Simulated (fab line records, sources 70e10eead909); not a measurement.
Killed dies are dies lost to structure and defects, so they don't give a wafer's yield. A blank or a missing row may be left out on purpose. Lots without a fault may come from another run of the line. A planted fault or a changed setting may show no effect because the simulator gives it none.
A struck lot beside a sound one | flow nand_harc | 15 steps out of a route of 1302
Sound: wafers L207.1, L207.2, L207.6. Struck: wafers L211.1, L211.5, L211.6. The cause comes at the end.
At each step with rows: each side's tool, then ch and its chambers, then its first start. Under that, the readings that differ: sound wafers | struck wafers | difference of the means | sigmas: that difference in standard deviations of wafers without a fault.
alike: readings whose means differ by less than 2 such deviations, and words and numbers that are the same on both sides. not compared: withheld readings, readings that some wafer has no value for, bounds like >300 that may hide the same value, and numbers for which the record gives no deviation and whose values overlap.
The two part at a step that has a row with sigmas, a row that says differs or no value, or rows on one side only. Numbers that don't overlap but have no deviation are shown without sigmas and don't part them. A reading that every wafer of one side lacks parts them only if that side has two wafers or more.

NHARC_A_DECK1_JOINT_ETCHBACK_07: etches the open film in HBr, target depth 105 nm, time 26.9 s.
  sound on rie_si-02 ch 0,1,3, day 16 22:31; struck on rie_si-06 ch 2,3, day 18 14:29
  alike: drypump_motor_current_A, oes_product_au, run_length_s, throttle_valve_pct
  not compared: rf_hours_counter_h
then, 8 steps without rows for these wafers: NHARC_A_DECK1_JOINT_ETCH_25 (etches SiO2 in dHF, target depth 0.5 nm); NHARC_A_DECK1_JOINT_ETCH_19 (etches poly-Si in TMAH, target depth 3 nm); NHARC_A_DECK1_JOINT_ETCH_18 (etches SiO2 in dHF, target depth 3 nm); NHARC_A_DECK1_JOINT_WET_08 (chemistry H3PO4, time 86 s); NHARC_A_DECK1_JOINT_ETCH_09 (etches SiO2 in dHF, target depth 5 nm); NHARC_A_DECK1_JOINT_WET_10 (chemistry H3PO4, time 86 s); NHARC_A_DECK1_JOINT_ETCH_11 (etches SiO2 in dHF, target depth 35 nm); NHARC_A_DECK1_JOINT_CVD_12 (deposits poly-Si, target thk 90 nm, time 1800 s).
NHARC_A_DECK1_JOINT_CMP_13: polishes, target thk 51.023 nm.
  sound on cmp-02 ch 0,1,2, day 17 09:36; struck on cmp-01 ch 2,3, day 19 00:38
  alike: motor_current_A, time_to_endpoint_s
NHARC_A_DECK1_JOINT_THK_MEAS_14: measures by ellipsometry.
  sound on film_metro-01, day 17 09:50; struck on film_metro-02, day 19 00:52
  alike: thk_nm
then, 1 step without rows for these wafers: NHARC_A_DECK1_JOINT_SRD_04.
NHARC_A_DECK1_JOINT_ETCHBACK_00: etches the open film in HBr, target depth 30 nm, time 17.4 s.
  sound on rie_si-02 ch 1,2,3, day 17 09:58; struck on rie_si-02 ch 2,3, day 19 01:00
  reading          | sound          | struck         | difference | sigmas
  run_length_s (s) | 39.1 38.6 38.6 | 33.9 34.5 34.1 | -4.6       | -12
  alike: drypump_motor_current_A, oes_product_au, throttle_valve_pct
  not compared: rf_hours_counter_h
then, 1 step without rows for these wafers: NHARC_A_DECK1_JOINT_PRECLEAN_30 (cleans in SC1).
-- the record jumps here: 13 days lie between the struck wafers' starts before and after (it left off in module A_DECK1_JOINT and takes up again in module END, whose first step shown is number 1302 of the route) --
NHARC_END_SORT_01:
  sound on prober-01 ch 0, day 30 04:47; struck on prober-01 ch 0, day 31 21:07
  alike: killed_at_array, killed_at_other, killed_at_periphery, killed_dies, killed_open, killed_short

WHERE THEY PART
Only at NHARC_A_DECK1_JOINT_ETCHBACK_00, within this record. Later steps at which nothing parts them and some readings are alike: NHARC_END_SORT_01.

WHY: what the simulator had put in
Process parameter drift: rie_si-02, from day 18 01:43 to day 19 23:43, at NHARC_A_DECK1_JOINT_ETCHBACK_00. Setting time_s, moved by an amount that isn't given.
